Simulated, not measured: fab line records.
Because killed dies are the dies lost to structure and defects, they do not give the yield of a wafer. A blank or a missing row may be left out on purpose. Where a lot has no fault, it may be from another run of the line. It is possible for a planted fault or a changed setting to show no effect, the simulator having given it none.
fab line records | flow n5_finfet | part 1 of 2: steps 1 to 22 of 30
[record] lots = 5 | wafers = 15 | last_day = 19
route steps=1938 shown DUMMY_REMOVAL@382 HKMG_FIN@385
lots that met no fault: from a run of the same line without faults
start_h: hours from the record's opening day to when the first of the lot's shown wafers began | wait_h: how many hours have passed since the lot's step before this one | " identical to the entry in the row above | L1.1+2: a single row standing in for several wafers | - value missing, or start not given | * or withheld: withheld | < > ~ a bound
route shown NAME@n: NAME is a module with steps in the file, n the number in the route of the first one | usual: average and standard deviation across the fault-free wafers | same: alike in all rows | chamber/n: place in a boat | sites: per-site readings | _std_site: standard deviation of those values | _edge_site: inner sites' mean taken away from outer sites' mean | radius_mm: how far each site lies from the wafer's centre | mask NAME#n: copy n | behind: tool/chamber where the wafer was last shaped | hold: reason for holding the lot/hours on hold/outcome of the hold | device: transistor that didn't switch, given as n, p or np | end of line: tests run on the same wafers once the route is complete | step lacking rows: just its recipe | killed: count of dies lost to structure and defects at first sort (not the wafer's yield) | map: a wafer's dies, marking killed ones x, the rest . and places with no die _
set.NAME: the setting as run; set.NAME@STEP: as run at that earlier step | model.NAME: the simulator's own value behind a step, which no gauge read
certain route steps with their lots: each step a table, each wafer a row
services: when a tool's chamber went out of use (start_h, in hours from the record's first day, below 0 if earlier), for how many hours, and the reason
[[steps]]
[step N5_DUMMY_REMOVAL_PRECLEAN_08]
[recipe] chemistry = NF3:NH3 | afs_cycles = 2 | temp_c = 30 | time_s = 20 | sublimation_temp_c = 180 | sublimation_time_s = 60 | pressure_torr = 3 | rf_power_w = 30
[usual] rf_power_w = 30.01/0.09
lot.wafer | tool             | chamber | start_h | wait_h | rf_power_w
L080.2    | remote_plasma-01 | 0       | 106.23  | 0.1    | 30.01
L080.5    | "                | 0       | "       | "      | 30.11
L080.6    | "                | 0       | "       | "      | 29.99
L084.1    | remote_plasma-01 | 1       | 131.53  | 0.0    | 29.89
L084.3    | "                | 1       | "       | "      | 29.92
L084.4    | "                | 1       | "       | "      | 30.11
L085.2    | remote_plasma-02 | 0       | 138.05  | 0.1    | 30.11
L085.4    | "                | 0       | "       | "      | 30.18
L085.5    | "                | 0       | "       | "      | 30.06
L095.1    | remote_plasma-02 | 1       | 200.64  | 0.0    | 30.09
L095.2    | "                | 1       | "       | "      | 29.87
L095.4    | "                | 1       | "       | "      | 29.94
L097.1    | remote_plasma-01 | 1       | 208.13  | 0.0    | 29.97
L097.2    | "                | 1       | "       | "      | 29.94
L097.3    | "                | 1       | "       | "      | 29.90
[step N5_DUMMY_REMOVAL_PRECLEAN_04]
[recipe] chemistry = DHF | time_s = 37 | temp_c = 25 | dilution = 500:1
lot.wafer  | tool         | chamber | start_h | wait_h
L080.2+5+6 | wet_bench-05 | 1,4,0   | 106.41  | 0.2
L084.1+3+4 | wet_bench-03 | 6,7,3   | 131.74  | 0.2
L085.2+4+5 | wet_bench-05 | 3,0,5   | 138.23  | 0.2
L095.1+2+4 | wet_bench-01 | 2,6,7   | 200.85  | 0.2
L097.1+2+3 | wet_bench-03 | 6,7,0   | 208.34  | 0.2
[step N5_DUMMY_REMOVAL_SRD_05]
[recipe] dry = ipa_marangoni | do_ppb = 5 | time_s = 30 | temp_c = 23 | rinse_liquid = diw
lot.wafer  | tool         | chamber | start_h | wait_h
L080.2+5+6 | wet_bench-05 | 1,4,0   | 106.43  | 0.0
L084.1+3+4 | wet_bench-03 | 6,7,3   | 131.75  | 0.0
L085.2+4+5 | wet_bench-05 | 3,0,5   | 138.24  | 0.0
L095.1+2+4 | wet_bench-01 | 2,6,7   | 200.86  | 0.0
L097.1+2+3 | wet_bench-03 | 6,7,0   | 208.35  | 0.0
[step N5_HKMG_FIN_IL_REGROW_00]
[recipe] material = SiO2 | target_thk_a = 7.5 | chemistry = O3 | temp_c = withheld | time_s = 30
lot.wafer  | tool      | chamber | start_h | wait_h
L080.2+5+6 | ald_hk-01 | 1,3,2   | 106.47  | 0.0
L084.1+3+4 | ald_hk-03 | 0,1,2   | 131.80  | 0.0
L085.2+4+5 | ald_hk-02 | 3,1,2   | 138.29  | 0.0
L095.1+2+4 | ald_hk-03 | 3,0,2   | 200.91  | 0.0
L097.1+2+3 | ald_hk-03 | 3,2,0   | 208.40  | 0.0
[step N5_HKMG_FIN_HK_ALD_01]
[recipe] material = HfO2 | target_thk_a = 16 | temp_c = withheld | ald_precursor_family = HfCl4 | ald_co_reactant = H2O | pulse_time_s = 3 | purge_time_s = 3 | co_reactant_purge_time_s = 2.5 | co_reactant_pulse_time_s = 0.3 | ald_cycles = 30
[usual] precursor_pulse_height_rel = 0.997/0.021
lot.wafer | tool      | chamber | start_h | wait_h | precursor_pulse_height_rel
L080.2    | ald_hk-01 | 1       | 106.52  | 0.0    | 0.975
L080.5    | "         | 3       | "       | "      | 1.029
L080.6    | "         | 2       | "       | "      | 0.990
L084.1    | ald_hk-03 | 0       | 131.85  | 0.0    | 0.960
L084.3    | "         | 1       | "       | "      | 0.980
L084.4    | "         | 2       | "       | "      | 1.027
L085.2    | ald_hk-02 | 3       | 138.34  | 0.0    | 0.985
L085.4    | "         | 1       | "       | "      | 0.979
L085.5    | "         | 2       | "       | "      | 0.991
L095.1    | ald_hk-03 | 3       | 200.96  | 0.0    | 1.053
L095.2    | "         | 0       | "       | "      | 0.979
L095.4    | "         | 2       | "       | "      | 1.002
L097.1    | ald_hk-03 | 3       | 208.45  | 0.0    | 0.989
L097.2    | "         | 2       | "       | "      | 0.978
L097.3    | "         | 0       | "       | "      | 0.986
[step N5_HKMG_FIN_HK_ANNEAL_02]
[recipe] temp_c = 700 | time_s = 30 | ambient = N2 | idle_temp_c = 600 | ramp_up_c_per_s = 150 | ramp_down_c_per_s = 60 | cool_to_c = 600
[usual] lamp_power_pct = 8.81/0.055 | wafer_temp_C_max = 703.0/0.76
lot.wafer | tool          | chamber | start_h | wait_h | lamp_power_pct | wafer_temp_C_max
L080.2    | rtp_anneal-02 | 0       | 106.74  | 0.1    | 8.75           | 702.6
L080.5    | "             | 0       | "       | "      | 8.80           | 703.5
L080.6    | "             | 0       | "       | "      | 8.76           | 703.1
L084.1    | rtp_anneal-02 | 0       | 132.03  | 0.1    | 8.77           | 703.0
L084.3    | "             | 0       | "       | "      | 8.79           | 702.5
L084.4    | "             | 0       | "       | "      | 8.79           | 704.0
L085.2    | rtp_anneal-01 | 0       | 138.78  | 0.4    | 8.82           | 702.4
L085.4    | "             | 0       | "       | "      | 8.77           | 703.5
L085.5    | "             | 0       | "       | "      | 8.84           | 702.9
L095.1    | rtp_anneal-02 | 0       | 201.35  | 0.3    | 8.75           | 702.2
L095.2    | "             | 0       | "       | "      | 8.81           | 702.7
L095.4    | "             | 0       | "       | "      | 8.81           | 703.3
L097.1    | rtp_anneal-02 | 0       | 208.64  | 0.1    | 8.73           | 702.9
L097.2    | "             | 0       | "       | "      | 8.75           | 704.3
L097.3    | "             | 0       | "       | "      | 8.89           | 703.0
[step N5_HKMG_FIN_ALD_74]
[recipe] material = La2O3 | target_thk_a = 5 | temp_c = 250 | ald_precursor_family = La-Cp | ald_co_reactant = O3 | pulse_time_s = 6 | co_reactant_pulse_time_s = 1 | purge_time_s = 3 | co_reactant_purge_time_s = 3
[usual] heater_power_w = 337/39 | precursor_pulse_height_rel = 0.998/0.021
lot.wafer | tool      | chamber | start_h | wait_h | heater_power_w | precursor_pulse_height_rel
L080.2    | ald_hk-01 | 2       | 106.92  | 0.2    | 277            | 0.990
L080.5    | "         | 1       | "       | "      | 363            | 0.993
L080.6    | "         | 0       | "       | "      | 293            | 1.017
L084.1    | ald_hk-01 | 2       | 132.25  | 0.2    | 285            | 0.964
L084.3    | "         | 1       | "       | "      | 363            | 1.025
L084.4    | "         | 0       | "       | "      | 295            | 0.999
L085.2    | ald_hk-03 | 1       | 138.97  | 0.2    | 325            | 1.007
L085.4    | "         | 0       | "       | "      | 296            | 0.991
L085.5    | "         | 1       | "       | "      | 320            | 0.995
L095.1    | ald_hk-02 | 2       | 201.57  | 0.2    | 415            | 1.030
L095.2    | "         | 3       | "       | "      | 356            | 0.985
L095.4    | "         | 0       | "       | "      | 320            | 0.993
L097.1    | ald_hk-01 | 1       | 208.85  | 0.2    | 360            | 0.987
L097.2    | "         | 0       | "       | "      | 291            | 0.968
L097.3    | "         | 2       | "       | "      | 276            | 0.999
[step N5_HKMG_FIN_ALD_75]
[recipe] material = Al2O3 | target_thk_a = 10 | temp_c = 150 | ald_precursor_family = TMA | ald_co_reactant = H2O | pulse_time_s = withheld | co_reactant_pulse_time_s = 1
[usual] heater_power_w = 146/18 | precursor_pulse_height_rel = 0.998/0.017
lot.wafer | tool      | chamber | start_h | wait_h | heater_power_w | precursor_pulse_height_rel
L080.2    | ald_hk-01 | 2       | 107.00  | 0.0    | 118            | 0.997
L080.5    | "         | 1       | "       | "      | 159            | 0.995
L080.6    | "         | 0       | "       | "      | 124            | 1.007
L084.1    | ald_hk-01 | 2       | 132.32  | 0.0    | 120            | 0.942
L084.3    | "         | 1       | "       | "      | 160            | 1.009
L084.4    | "         | 0       | "       | "      | 126            | 0.990
L085.2    | ald_hk-03 | 1       | 139.05  | 0.0    | 142            | 0.990
L085.4    | "         | 0       | "       | "      | 124            | 0.977
L085.5    | "         | 1       | "       | "      | 140            | 1.042
L095.1    | ald_hk-02 | 2       | 201.64  | 0.0    | 180            | 0.990
L095.2    | "         | 3       | "       | "      | 153            | 1.001
L095.4    | "         | 0       | "       | "      | 140            | 1.008
L097.1    | ald_hk-01 | 1       | 208.93  | 0.0    | 155            | 1.003
L097.2    | "         | 0       | "       | "      | 128            | 0.958
L097.3    | "         | 2       | "       | "      | 121            | 0.979
[step N5_HKMG_FIN_COAT_41]
[recipe] resist = SOC | temp_c = 250 | time_s = 60 | spin_rpm = 1500 | resist_thk_nm = 300
[usual] exhaust_pa = 45.0/0.87
lot.wafer | tool           | chamber | start_h | wait_h | exhaust_pa
L080.2    | litho_track-03 | 0       | 107.10  | -      | 44.8
L080.5    | "              | 0       | "       | "      | 45.8
L080.6    | "              | 0       | "       | "      | 44.2
L084.1    | litho_track-01 | 0       | 132.42  | -      | 44.7
L084.3    | "              | 0       | "       | "      | 44.5
L084.4    | "              | 0       | "       | "      | 44.3
L085.2    | litho_track-03 | 0       | 139.15  | -      | 46.8
L085.4    | "              | 0       | "       | "      | 46.1
L085.5    | "              | 0       | "       | "      | 45.5
L095.1    | litho_track-01 | 0       | 201.74  | -      | 45.6
L095.2    | "              | 0       | "       | "      | 45.6
L095.4    | "              | 0       | "       | "      | 44.8
L097.1    | litho_track-03 | 0       | 209.03  | -      | 45.7
L097.2    | "              | 0       | "       | "      | 44.6
L097.3    | "              | 0       | "       | "      | 46.0
[step N5_HKMG_FIN_COAT_42]
[recipe] resist = SiARC | temp_c = 220 | time_s = 60 | spin_rpm = 1500 | resist_thk_nm = 35
[usual] exhaust_pa = 45.2/1.1
lot.wafer | tool           | chamber | start_h | wait_h | exhaust_pa
L080.2    | litho_track-03 | 0       | -       | -      | 45.8
L080.5    | "              | 0       | "       | "      | 45.8
L080.6    | "              | 0       | "       | "      | 46.3
L084.1    | litho_track-01 | 0       | -       | -      | 42.1
L084.3    | "              | 0       | "       | "      | 44.2
L084.4    | "              | 0       | "       | "      | 42.6
L085.2    | litho_track-03 | 0       | -       | -      | 44.5
L085.4    | "              | 0       | "       | "      | 44.9
L085.5    | "              | 0       | "       | "      | 44.3
L095.1    | litho_track-01 | 0       | -       | -      | 45.4
L095.2    | "              | 0       | "       | "      | 44.4
L095.4    | "              | 0       | "       | "      | 46.4
L097.1    | litho_track-03 | 0       | -       | -      | 46.6
L097.2    | "              | 0       | "       | "      | 45.7
L097.3    | "              | 0       | "       | "      | 46.4
[step N5_HKMG_FIN_COAT_43]
[recipe] resist = CAR-ArF | spin_rpm = 1500 | resist_thk_nm = 90
[usual] exhaust_pa = 45.0/0.89
lot.wafer | tool           | chamber | start_h | wait_h | exhaust_pa
L080.2    | litho_track-03 | 0       | -       | -      | 45.0
L080.5    | "              | 0       | "       | "      | 45.0
L080.6    | "              | 0       | "       | "      | 44.0
L084.1    | litho_track-01 | 0       | -       | -      | 45.7
L084.3    | "              | 0       | "       | "      | 45.4
L084.4    | "              | 0       | "       | "      | 45.7
L085.2    | litho_track-03 | 0       | -       | -      | 44.7
L085.4    | "              | 0       | "       | "      | 43.6
L085.5    | "              | 0       | "       | "      | 44.7
L095.1    | litho_track-01 | 0       | -       | -      | 43.7
L095.2    | "              | 0       | "       | "      | 44.9
L095.4    | "              | 0       | "       | "      | 44.9
L097.1    | litho_track-03 | 0       | -       | -      | 45.9
L097.2    | "              | 0       | "       | "      | 43.7
L097.3    | "              | 0       | "       | "      | 43.7
[step N5_HKMG_FIN_EBR_45]
[recipe] solvent = PGMEA | ebr_width_mm = 1.5
[usual] exhaust_pa = 45.1/0.87
lot.wafer | tool           | chamber | start_h | wait_h | exhaust_pa
L080.2    | litho_track-03 | 0       | -       | -      | 46.6
L080.5    | "              | 0       | "       | "      | 46.0
L080.6    | "              | 0       | "       | "      | 46.4
L084.1    | litho_track-01 | 0       | -       | -      | 45.5
L084.3    | "              | 0       | "       | "      | 46.4
L084.4    | "              | 0       | "       | "      | 46.4
L085.2    | litho_track-03 | 0       | -       | -      | 44.6
L085.4    | "              | 0       | "       | "      | 43.4
L085.5    | "              | 0       | "       | "      | 45.8
L095.1    | litho_track-01 | 0       | -       | -      | 44.6
L095.2    | "              | 0       | "       | "      | 45.0
L095.4    | "              | 0       | "       | "      | 45.2
L097.1    | litho_track-03 | 0       | -       | -      | 45.4
L097.2    | "              | 0       | "       | "      | 45.4
L097.3    | "              | 0       | "       | "      | 43.8
[step N5_HKMG_FIN_SOFTBAKE_44]
[recipe] temp_c = 110 | time_s = 60 | resist = CAR-ArF
[usual] exhaust_pa = 45.0/1
lot.wafer | tool           | chamber | start_h | wait_h | exhaust_pa
L080.2    | litho_track-03 | 0       | -       | -      | 45.4
L080.5    | "              | 0       | "       | "      | 45.5
L080.6    | "              | 0       | "       | "      | 45.0
L084.1    | litho_track-01 | 0       | -       | -      | 44.7
L084.3    | "              | 0       | "       | "      | 45.6
L084.4    | "              | 0       | "       | "      | 47.2
L085.2    | litho_track-03 | 0       | -       | -      | 45.8
L085.4    | "              | 0       | "       | "      | 45.5
L085.5    | "              | 0       | "       | "      | 46.7
L095.1    | litho_track-01 | 0       | -       | -      | 43.1
L095.2    | "              | 0       | "       | "      | 44.4
L095.4    | "              | 0       | "       | "      | 45.6
L097.1    | litho_track-03 | 0       | -       | -      | 43.9
L097.2    | "              | 0       | "       | "      | 42.8
L097.3    | "              | 0       | "       | "      | 43.7
[step N5_HKMG_FIN_EXPOSE_46]
[recipe] mask_id = NDIPOLE | na = 1.35 | source_shape = conventional | sigma_outer = 0.8 | polarization = unpolarized | dose_mj = 40
[usual] focus_offset_nm = 0.0/0.58
lot.wafer | tool            | chamber | start_h | wait_h | mask      | focus_offset_nm
L080.2    | arfi_scanner-01 | 0       | 107.22  | -      | NDIPOLE#0 | -0.7
L080.5    | "               | 0       | "       | "      | NDIPOLE#0 | -0.3
L080.6    | "               | 0       | "       | "      | NDIPOLE#0 | 0.4
L084.1    | arfi_scanner-01 | 0       | 132.67  | -      | NDIPOLE#0 | 0.5
L084.3    | "               | 0       | "       | "      | NDIPOLE#0 | -0.2
L084.4    | "               | 0       | "       | "      | NDIPOLE#0 | -0.2
L085.2    | arfi_scanner-03 | 0       | 139.40  | -      | NDIPOLE#0 | -0.4
L085.4    | "               | 0       | "       | "      | NDIPOLE#0 | 1.1
L085.5    | "               | 0       | "       | "      | NDIPOLE#0 | 0.5
L095.1    | arfi_scanner-02 | 0       | 201.86  | -      | NDIPOLE#0 | 1.1
L095.2    | "               | 0       | "       | "      | NDIPOLE#0 | 1.6
L095.4    | "               | 0       | "       | "      | NDIPOLE#0 | 1.1
L097.1    | arfi_scanner-03 | 0       | 209.15  | -      | NDIPOLE#0 | -0.8
L097.2    | "               | 0       | "       | "      | NDIPOLE#0 | -0.3
L097.3    | "               | 0       | "       | "      | NDIPOLE#0 | 0.1
[step N5_HKMG_FIN_PEB_47]
[recipe] peb_temp_c = withheld | peb_time_s = 60 | resist = CAR-ArF
[usual] exhaust_pa = 45.2/0.86
lot.wafer | tool           | chamber | start_h | wait_h | exhaust_pa
L080.2    | litho_track-04 | 0       | 107.28  | 0.0    | 44.0
L080.5    | "              | 0       | "       | "      | 44.5
L080.6    | "              | 0       | "       | "      | 46.0
L084.1    | litho_track-01 | 0       | 132.72  | 0.1    | 45.0
L084.3    | "              | 0       | "       | "      | 46.5
L084.4    | "              | 0       | "       | "      | 44.1
L085.2    | litho_track-01 | 0       | 139.45  | 0.0    | 43.9
L085.4    | "              | 0       | "       | "      | 46.2
L085.5    | "              | 0       | "       | "      | 45.0
L095.1    | litho_track-04 | 0       | 201.92  | 0.1    | 43.7
L095.2    | "              | 0       | "       | "      | 45.2
L095.4    | "              | 0       | "       | "      | 44.1
L097.1    | litho_track-03 | 0       | 209.20  | 0.1    | 45.9
L097.2    | "              | 0       | "       | "      | 43.7
L097.3    | "              | 0       | "       | "      | 44.3
[step N5_HKMG_FIN_DEVELOP_48]
[recipe] develop_time_s = 30 | developer = TMAH | resist = CAR-ArF | rinse_liquid = diw | dry = air_spin | dev_temp_c = 23
[usual] exhaust_pa = 44.9/0.89
lot.wafer | tool           | chamber | start_h | wait_h | exhaust_pa
L080.2    | litho_track-04 | 0       | -       | -      | 46.8
L080.5    | "              | 0       | "       | "      | 46.3
L080.6    | "              | 0       | "       | "      | 46.1
L084.1    | litho_track-01 | 0       | -       | -      | 44.3
L084.3    | "              | 0       | "       | "      | 45.6
L084.4    | "              | 0       | "       | "      | 45.9
L085.2    | litho_track-01 | 0       | -       | -      | 44.8
L085.4    | "              | 0       | "       | "      | 45.4
L085.5    | "              | 0       | "       | "      | 45.3
L095.1    | litho_track-04 | 0       | -       | -      | 43.8
L095.2    | "              | 0       | "       | "      | 44.4
L095.4    | "              | 0       | "       | "      | 46.2
L097.1    | litho_track-03 | 0       | -       | -      | 45.6
L097.2    | "              | 0       | "       | "      | 45.8
L097.3    | "              | 0       | "       | "      | 43.3
[step N5_HKMG_FIN_CD_MEAS_49]
[recipe] target_cd_nm = 202 | landing_energy_ev = 500 | detector = se_inlens | polarity = opening
[usual] cd_nm = 202.0/0.66
lot.wafer | tool      | chamber | start_h | wait_h | cd_nm
L080.2    | cd_sem-03 | 0       | 107.34  | -      | 201.6
L080.5    | "         | 0       | "       | "      | 201.9
L080.6    | "         | 0       | "       | "      | 202.2
L084.1    | cd_sem-03 | 0       | 132.79  | -      | 202.7
L084.3    | "         | 0       | "       | "      | 201.3
L084.4    | "         | 0       | "       | "      | 203.0
L085.2    | cd_sem-02 | 0       | 139.52  | -      | 201.9
L085.4    | "         | 0       | "       | "      | 202.6
L085.5    | "         | 0       | "       | "      | 202.9
L095.1    | cd_sem-02 | 0       | 201.98  | -      | 202.0
L095.2    | "         | 0       | "       | "      | 202.1
L095.4    | "         | 0       | "       | "      | 201.8
L097.1    | cd_sem-02 | 0       | 209.27  | -      | 200.6
L097.2    | "         | 0       | "       | "      | 201.6
L097.3    | "         | 0       | "       | "      | 201.9
[step N5_HKMG_FIN_OVL_MEAS_50]
[recipe] points_per_wafer = 44
[usual] NDIPOLE_OVL = 0.2/0.6
lot.wafer | tool       | chamber | start_h | wait_h | NDIPOLE_OVL[nm]
L080.2    | overlay-02 | 0       | 107.37  | 0.0    | 1.3
L080.5    | "          | 0       | "       | "      | 0.1
L080.6    | "          | 0       | "       | "      | 0.6
L084.1    | overlay-02 | 0       | 132.82  | 0.0    | -0.4
L084.3    | "          | 0       | "       | "      | 0.6
L084.4    | "          | 0       | "       | "      | -0.7
L085.2    | overlay-01 | 0       | 139.55  | 0.0    | 0.7
L085.4    | "          | 0       | "       | "      | 0.9
L085.5    | "          | 0       | "       | "      | -0.5
L095.1    | overlay-01 | 0       | 202.01  | 0.0    | -0.2
L095.2    | "          | 0       | "       | "      | -0.3
L095.4    | "          | 0       | "       | "      | -0.4
L097.1    | overlay-02 | 0       | 209.30  | 0.0    | 0.2
L097.2    | "          | 0       | "       | "      | 0.1
L097.3    | "          | 0       | "       | "      | 0.0
[step N5_HKMG_FIN_INSPECT_61]
[recipe] mode = adi | inspect_instrument = macro
[usual] raw_defect_count = 2.2/1.3
lot.wafer | tool              | chamber | start_h | wait_h | raw_defect_count
L080.2    | defect_inspect-02 | -       | 107.40  | 0.0    | 2
L080.5    | "                 | -       | "       | "      | 2
L080.6    | "                 | -       | "       | "      | 2
L084.1    | defect_inspect-02 | -       | 132.84  | 0.0    | 2
L084.3    | "                 | -       | "       | "      | 0
L084.4    | "                 | -       | "       | "      | 1
L085.2    | defect_inspect-02 | -       | 139.57  | 0.0    | 2
L085.4    | "                 | -       | "       | "      | 1
L085.5    | "                 | -       | "       | "      | 3
L095.1    | defect_inspect-02 | -       | 202.04  | 0.0    | 2
L095.2    | "                 | -       | "       | "      | 3
L095.4    | "                 | -       | "       | "      | 1
L097.1    | defect_inspect-02 | -       | 209.32  | 0.0    | 0
L097.2    | "                 | -       | "       | "      | 4
L097.3    | "                 | -       | "       | "      | 2
[step N5_HKMG_FIN_DESCUM_53]
[recipe] chemistry = O2 | time_s = 7.9 | source_power_w = 50 | bias_power_w = 20 | pressure_mtorr = 20 | rf_frequency_hz = 2.712e+07 | temp_c = 40 | resist = CAR-ArF | o2_flow_sccm = 225
[usual] drypump_motor_current_A = 5.7/0.44 | oes_product_au = 0.82/0.09 | rf_vpp_V = 243.1/1.2 | showerhead_plenum_p_Torr = 2.09/0.052 | throttle_valve_pct = 20.38/0.21
lot.wafer | tool        | chamber | start_h | wait_h | drypump_motor_current_A | oes_product_au | rf_hours_counter_h | rf_vpp_V | showerhead_plenum_p_Torr | throttle_valve_pct
L080.2    | rie_diel-01 | 1       | 108.02  | 0.6    | 6.0                     | 0.86           | 51                 | 244.8    | 2.13                     | 20.16
L080.5    | "           | 3       | "       | "      | 6.0                     | 0.81           | -                  | 243.2    | 2.10                     | 20.51
L080.6    | "           | 2       | "       | "      | 5.4                     | 0.90           | -                  | 243.2    | 2.06                     | 20.49
L084.1    | rie_diel-06 | 2       | 132.88  | 0.0    | 4.6                     | 0.85           | 71                 | 243.7    | 2.13                     | 20.69
L084.3    | "           | 1       | "       | "      | 5.3                     | 0.73           | 191                | 242.6    | 1.98                     | 20.34
L084.4    | "           | 0       | "       | "      | 5.4                     | 0.88           | 48                 | 244.0    | 2.14                     | 20.09
L085.2    | rie_diel-01 | 1       | 139.62  | 0.0    | 6.0                     | 0.83           | 64                 | 244.2    | 2.12                     | 20.18
L085.4    | "           | 3       | "       | "      | 6.0                     | 0.80           | 90                 | 245.7    | 2.09                     | 20.53
L085.5    | "           | 0       | "       | "      | 5.8                     | 0.99           | -                  | 243.8    | 2.16                     | 20.02
L095.1    | rie_diel-01 | 1       | 202.25  | 0.2    | 6.0                     | 0.81           | 85                 | 243.4    | 2.12                     | 20.21
L095.2    | "           | 0       | "       | "      | 5.8                     | 0.92           | 29                 | 245.3    | 2.15                     | 20.06
L095.4    | "           | 3       | "       | "      | 6.0                     | 0.78           | 115                | 243.9    | 2.08                     | 20.55
L097.1    | rie_diel-06 | 2       | 209.36  | 0.0    | 4.6                     | 0.80           | 99                 | 244.3    | 2.12                     | 20.73
L097.2    | "           | 0       | "       | "      | 5.4                     | 0.82           | 77                 | 243.1    | 2.13                     | 20.14
L097.3    | "           | 1       | "       | "      | 5.3                     | 0.70           | 218                | 238.6    | 1.97                     | 20.39
[step N5_HKMG_FIN_ETCH_54]
[recipe] chemistry = CF4 | target = SiARC | target_depth_a = 455 | mask_material = CAR-ArF | time_s = 75.8 | ion_energy_ev = 80 | pressure_mtorr = 40 | source_w = 545 | bias_w = 36 | Ar_flow_sccm = 100 | cf4_flow_sccm = 100 | ends = cleared
[usual] bias_w = 36.01/0.1 | drypump_motor_current_A = 5.7/0.44 | etch_rf_on_time_s = 75.8/2.1 | oes_product_au = 0.69/0.075 | rf_vpp_V = 184.0/0.92 | showerhead_plenum_p_Torr = 2.14/0.05 | throttle_valve_pct = 15.56/0.24
lot.wafer | tool        | chamber | start_h | wait_h | bias_w | drypump_motor_current_A | etch_rf_on_time_s | oes_product_au | rf_hours_counter_h | rf_vpp_V | showerhead_plenum_p_Torr | throttle_valve_pct
L080.2    | rie_diel-01 | 1       | 108.06  | 0.0    | 36.07  | 6.0                     | 74.7              | 0.72           | 51                 | 184.2    | 2.17                     | 15.28
L080.5    | "           | 3       | "       | "      | 35.94  | 6.0                     | 74.3              | 0.71           | -                  | 182.3    | 2.17                     | 15.87
L080.6    | "           | 2       | "       | "      | 36.09  | 5.4                     | 78.0              | 0.75           | -                  | 184.3    | 2.09                     | 15.49
L084.1    | rie_diel-06 | 2       | 132.91  | 0.0    | 36.05  | 4.6                     | 75.8              | 0.71           | 71                 | 184.0    | 2.16                     | 15.69
L084.3    | "           | 1       | "       | "      | 36.17  | 5.3                     | 76.1              | 0.61           | 191                | 182.1    | 2.04                     | 15.61
L084.4    | "           | 0       | "       | "      | 35.90  | 5.5                     | 78.6              | 0.72           | 48                 | 184.9    | 2.19                     | 15.29
L085.2    | rie_diel-01 | 1       | 139.66  | 0.0    | 35.76  | 6.0                     | 74.4              | 0.71           | 64                 | 184.5    | 2.16                     | 15.33
L085.4    | "           | 3       | "       | "      | 36.10  | 6.1                     | 74.1              | 0.69           | 90                 | 184.0    | 2.17                     | 15.89
L085.5    | "           | 0       | "       | "      | 36.27  | 5.8                     | 70.9              | 0.86           | -                  | 184.3    | 2.19                     | 15.17
L095.1    | rie_diel-01 | 1       | 202.29  | 0.0    | 36.06  | 6.0                     | 76.7              | 0.69           | 85                 | 183.3    | 2.15                     | 15.39
L095.2    | "           | 0       | "       | "      | 36.04  | 5.8                     | 73.1              | 0.80           | 29                 | 184.4    | 2.19                     | 15.23
L095.4    | "           | 3       | "       | "      | 36.13  | 6.0                     | 75.7              | 0.66           | 115                | 182.8    | 2.16                     | 15.96
L097.1    | rie_diel-06 | 2       | 209.39  | 0.0    | 35.96  | 4.6                     | 75.5              | 0.69           | 99                 | 183.9    | 2.16                     | 15.78
L097.2    | "           | 0       | "       | "      | 36.00  | 5.5                     | 79.1              | 0.69           | 77                 | 184.5    | 2.18                     | 15.36
L097.3    | "           | 1       | "       | "      | 35.93  | 5.3                     | 75.6              | 0.60           | 218                | 182.4    | 2.03                     | 15.68
[step N5_HKMG_FIN_ETCH_55]
[recipe] chemistry = N2/H2 | target = SOC | target_depth_a = 2400 | temp_c = 40 | time_s = 300 | ion_energy_ev = 200 | mask_material = SiARC | pressure_mtorr = 30 | source_w = 840 | bias_w = 150 | n2_flow_sccm = 200 | h2_flow_sccm = 200
[usual] bias_w = 149.9/0.47 | drypump_motor_current_A = 5.7/0.45 | oes_product_au = 0.81/0.088 | rf_vpp_V = 523.8/1.9 | showerhead_plenum_p_Torr = 2.54/0.055 | throttle_valve_pct = 17.81/0.29
lot.wafer | tool        | chamber | start_h | wait_h | bias_w | drypump_motor_current_A | oes_product_au | rf_hours_counter_h | rf_vpp_V | showerhead_plenum_p_Torr | throttle_valve_pct
L080.2    | rie_diel-01 | 1       | 108.12  | 0.0    | 149.9  | 6.0                     | 0.85           | 51                 | 524.6    | 2.55                     | 17.37
L080.5    | "           | 3       | "       | "      | 150.1  | 6.0                     | 0.83           | -                  | 525.0    | 2.58                     | 18.05
L080.6    | "           | 2       | "       | "      | 149.2  | 5.4                     | 0.87           | -                  | 522.0    | 2.52                     | 18.00
L084.1    | rie_diel-06 | 2       | 132.97  | 0.0    | 149.8  | 4.6                     | 0.83           | 71                 | 523.5    | 2.58                     | 18.02
L084.3    | "           | 1       | "       | "      | 149.9  | 5.3                     | 0.71           | 191                | 519.9    | 2.43                     | 18.05
L084.4    | "           | 0       | "       | "      | 149.6  | 5.4                     | 0.85           | 48                 | 526.3    | 2.60                     | 17.63
L085.2    | rie_diel-01 | 1       | 139.71  | 0.0    | 149.4  | 6.0                     | 0.83           | 64                 | 525.2    | 2.55                     | 17.39
L085.4    | "           | 3       | "       | "      | 149.8  | 6.1                     | 0.81           | 91                 | 524.3    | 2.58                     | 18.09
L085.5    | "           | 0       | "       | "      | 149.5  | 5.8                     | 1.00           | -                  | 525.4    | 2.61                     | 17.32
L095.1    | rie_diel-01 | 1       | 202.34  | 0.0    | 150.0  | 6.0                     | 0.81           | 85                 | 525.0    | 2.54                     | 17.45
L095.2    | "           | 0       | "       | "      | 150.0  | 5.8                     | 0.93           | 29                 | 526.2    | 2.60                     | 17.36
L095.4    | "           | 3       | "       | "      | 150.3  | 6.0                     | 0.78           | 115                | 524.8    | 2.57                     | 18.12
L097.1    | rie_diel-06 | 2       | 209.45  | 0.0    | 150.3  | 4.6                     | 0.81           | 99                 | 524.8    | 2.57                     | 18.05
L097.2    | "           | 0       | "       | "      | 149.6  | 5.4                     | 0.80           | 77                 | 526.3    | 2.58                     | 17.69
L097.3    | "           | 1       | "       | "      | 150.4  | 5.3                     | 0.70           | 218                | 520.1    | 2.42                     | 18.09
